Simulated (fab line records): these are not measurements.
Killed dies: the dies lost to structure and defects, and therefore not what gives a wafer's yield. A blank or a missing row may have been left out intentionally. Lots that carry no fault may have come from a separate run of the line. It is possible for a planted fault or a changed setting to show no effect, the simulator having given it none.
Chamber matching :: flow n5_finfet :: pecvd-01 running N5_BEOL_M0_DEP_125: 3 sister chambers
The step deposits SiCN from 3MS/NH3, target thk 8 nm, time 14 s. 14 wafers are shown with their chamber, then 7 later ones without.

== EACH WAFER AND ITS CHAMBER ==
wafer: L077.1
chamber: 1
showerhead_plenum_p_Torr (Torr): 3.675
throttle_valve_pct (%): 9.0
chamber_pressure_Torr (Torr): 3.013

wafer: L077.2
chamber: 0
showerhead_plenum_p_Torr (Torr): 3.656
throttle_valve_pct (%): 8.6
chamber_pressure_Torr (Torr): 3.006

wafer: L077.5
chamber: 2
showerhead_plenum_p_Torr (Torr): 3.671
throttle_valve_pct (%): 8.7
chamber_pressure_Torr (Torr): 3.004

wafer: L078.2
chamber: 2
showerhead_plenum_p_Torr (Torr): 3.666
throttle_valve_pct (%): 8.5
chamber_pressure_Torr (Torr): 3.015

wafer: L078.4
chamber: 2
showerhead_plenum_p_Torr (Torr): 3.673
throttle_valve_pct (%): 8.6
chamber_pressure_Torr (Torr): 3.012

wafer: L078.6
chamber: 1
showerhead_plenum_p_Torr (Torr): 3.665
throttle_valve_pct (%): 8.7
chamber_pressure_Torr (Torr): 3.011

wafer: L084.1
chamber: 1
showerhead_plenum_p_Torr (Torr): 3.668
throttle_valve_pct (%): 8.9
chamber_pressure_Torr (Torr): 2.996

wafer: L084.2
chamber: 2
showerhead_plenum_p_Torr (Torr): 3.668
throttle_valve_pct (%): 8.6
chamber_pressure_Torr (Torr): 2.999

wafer: L084.4
chamber: 1
showerhead_plenum_p_Torr (Torr): 3.670
throttle_valve_pct (%): 9.0
chamber_pressure_Torr (Torr): 3.001

wafer: L087.4
chamber: 2
showerhead_plenum_p_Torr (Torr): 3.662
throttle_valve_pct (%): 8.5
chamber_pressure_Torr (Torr): 2.999

wafer: L087.5
chamber: 1
showerhead_plenum_p_Torr (Torr): 3.666
throttle_valve_pct (%): 9.1
chamber_pressure_Torr (Torr): 3.005

wafer: L087.6
chamber: 0
showerhead_plenum_p_Torr (Torr): 3.658
throttle_valve_pct (%): 8.7
chamber_pressure_Torr (Torr): 3.001

wafer: L089.2
chamber: 0
showerhead_plenum_p_Torr (Torr): 3.654
throttle_valve_pct (%): 8.5
chamber_pressure_Torr (Torr): 3.004

wafer: L089.3
chamber: 1
showerhead_plenum_p_Torr (Torr): 3.667
throttle_valve_pct (%): 9.1
chamber_pressure_Torr (Torr): 3.008

SIGNATURES (means of the wafers above)
reading: showerhead_plenum_p_Torr
chamber 0: 3.65600
chamber 1: 3.66850
chamber 2: 3.66800
scatter within a chamber: 0.00366

reading: throttle_valve_pct
chamber 0: 8.600
chamber 1: 8.967
chamber 2: 8.580
scatter within a chamber: 0.121

reading: chamber_pressure_Torr
chamber 0: 3.00367
chamber 1: 3.00567
chamber 2: 3.00580
scatter within a chamber: 0.00629
Rule: for each reading, subtract the chamber's mean from the wafer's reading, divide by that reading's scatter and square the result; add these up over the readings and take the root, which gives the wafer's distance from the chamber. The wafer belongs to the nearest chamber; if the next one is less than 2 further off, it can't be placed. The scatter: the root of (the sum of the squares of (reading less its chamber's mean) over the shown wafers, divided by (wafers less chambers)).

== WAFERS WITHOUT THEIR CHAMBER ==
wafer: L089.6
showerhead_plenum_p_Torr (Torr): 3.655
throttle_valve_pct (%): 8.7
chamber_pressure_Torr (Torr): 3.011

wafer: L094.4
showerhead_plenum_p_Torr (Torr): 3.660
throttle_valve_pct (%): 8.5
chamber_pressure_Torr (Torr): 2.985

wafer: L094.5
showerhead_plenum_p_Torr (Torr): 3.666
throttle_valve_pct (%): 8.9
chamber_pressure_Torr (Torr): 3.001

wafer: L094.6
showerhead_plenum_p_Torr (Torr): 3.659
throttle_valve_pct (%): 8.7
chamber_pressure_Torr (Torr): 3.020

wafer: L096.1
showerhead_plenum_p_Torr (Torr): 3.670
throttle_valve_pct (%): 9.1
chamber_pressure_Torr (Torr): 3.003

wafer: L096.2
showerhead_plenum_p_Torr (Torr): 3.660
throttle_valve_pct (%): 8.9
chamber_pressure_Torr (Torr): 2.994

wafer: L096.3
showerhead_plenum_p_Torr (Torr): 3.650
throttle_valve_pct (%): 8.6
chamber_pressure_Torr (Torr): 2.996

== EACH ONE'S CHAMBER ==
wafer: L089.6
from the rows above: 0
in truth: 0

wafer: L094.4
from the rows above: can't be placed: 0 or 2
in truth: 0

wafer: L094.5
from the rows above: can't be placed: 1 or 2
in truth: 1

wafer: L094.6
from the rows above: can't be placed: 0 or 2 or 1
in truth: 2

wafer: L096.1
from the rows above: 1
in truth: 1

wafer: L096.2
from the rows above: can't be placed: 1 or 0 or 2
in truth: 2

wafer: L096.3
from the rows above: 0
in truth: 0
Placed correctly: 3 of 7. These rows do not allow placing 4 (true chamber among the candidates in 4). 0 placed wrongly.
